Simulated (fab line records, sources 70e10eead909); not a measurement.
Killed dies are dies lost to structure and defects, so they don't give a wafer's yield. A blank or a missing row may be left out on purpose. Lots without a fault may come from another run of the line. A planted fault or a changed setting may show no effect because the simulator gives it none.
Chamber matching | flow nand_harc | NHARC_A_STAIRCASE_ETCHBACK_157 on rie_diel-13: 4 sister chambers
The step etches the open film in CH3F/O2, target depth 90 nm, time 167.14 s. 14 wafers are shown with their chamber, then 7 later ones without.

WAFERS WITH THEIR CHAMBER
wafer  | chamber | drypump_motor_current_A (A) | showerhead_plenum_p_Torr (Torr) | rf_vpp_V (V)
L074.1 | 3       | 5.5                         | 2.29                            | 242.5
L074.2 | 2       | 6.5                         | 2.44                            | 244.1
L074.6 | 2       | 6.5                         | 2.44                            | 245.2
L077.1 | 2       | 6.5                         | 2.44                            | 243.5
L077.2 | 0       | 6.4                         | 2.51                            | 245.4
L077.4 | 3       | 5.6                         | 2.29                            | 241.4
L078.2 | 1       | 6.4                         | 2.65                            | 246.2
L078.5 | 3       | 5.6                         | 2.29                            | 241.9
L078.6 | 0       | 6.3                         | 2.51                            | 245.4
L088.1 | 3       | 5.5                         | 2.65                            | 247.5
L088.3 | 2       | 6.5                         | 2.42                            | 244.9
L088.4 | 0       | 6.3                         | 2.50                            | 244.4
L093.2 | 1       | 6.4                         | 2.63                            | 246.8
L093.5 | 3       | 5.6                         | 2.65                            | 248.1

SIGNATURES (means of the wafers above)
reading                  | chamber 0 | chamber 1 | chamber 2 | chamber 3 | scatter within a chamber
drypump_motor_current_A  | 6.333     | 6.400     | 6.500     | 5.560     | 0.0432
showerhead_plenum_p_Torr | 2.5067    | 2.6400    | 2.4350    | 2.4340    | 0.125
rf_vpp_V                 | 245.067   | 246.500   | 244.425   | 244.280   | 2.11
Rule: a wafer's distance from a chamber is the root of the sum, over the readings, of the square of ((its reading less the chamber's mean) divided by the reading's scatter). The wafer belongs to the nearest chamber; if the next one is less than 2 further off, it can't be placed. The scatter: the root of (the sum of the squares of (reading less its chamber's mean) over the shown wafers, divided by (wafers less chambers)).

WAFERS WITHOUT THEIR CHAMBER
wafer  | drypump_motor_current_A (A) | showerhead_plenum_p_Torr (Torr) | rf_vpp_V (V)
L093.6 | 6.5                         | 2.42                            | 242.6
L097.2 | 5.6                         | 2.64                            | 245.8
L097.3 | 6.4                         | 2.63                            | 247.4
L097.4 | 6.3                         | 2.49                            | 243.6
L096.1 | 6.4                         | 2.63                            | 246.3
L096.4 | 6.3                         | 2.49                            | 244.1
L096.6 | 5.6                         | 2.64                            | 247.0

WHICH CHAMBER EACH WENT THROUGH
wafer  | from the rows above     | in truth
L093.6 | 2                       | 2
L097.2 | 3                       | 3
L097.3 | can't be placed: 1 or 0 | 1
L097.4 | can't be placed: 0 or 1 | 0
L096.1 | can't be placed: 1 or 0 | 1
L096.4 | can't be placed: 0 or 1 | 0
L096.6 | 3                       | 3
Placed correctly: 3 of 7. Can't be placed from these rows: 4 (the true chamber is among the candidates in 4). Placed wrongly: 0.
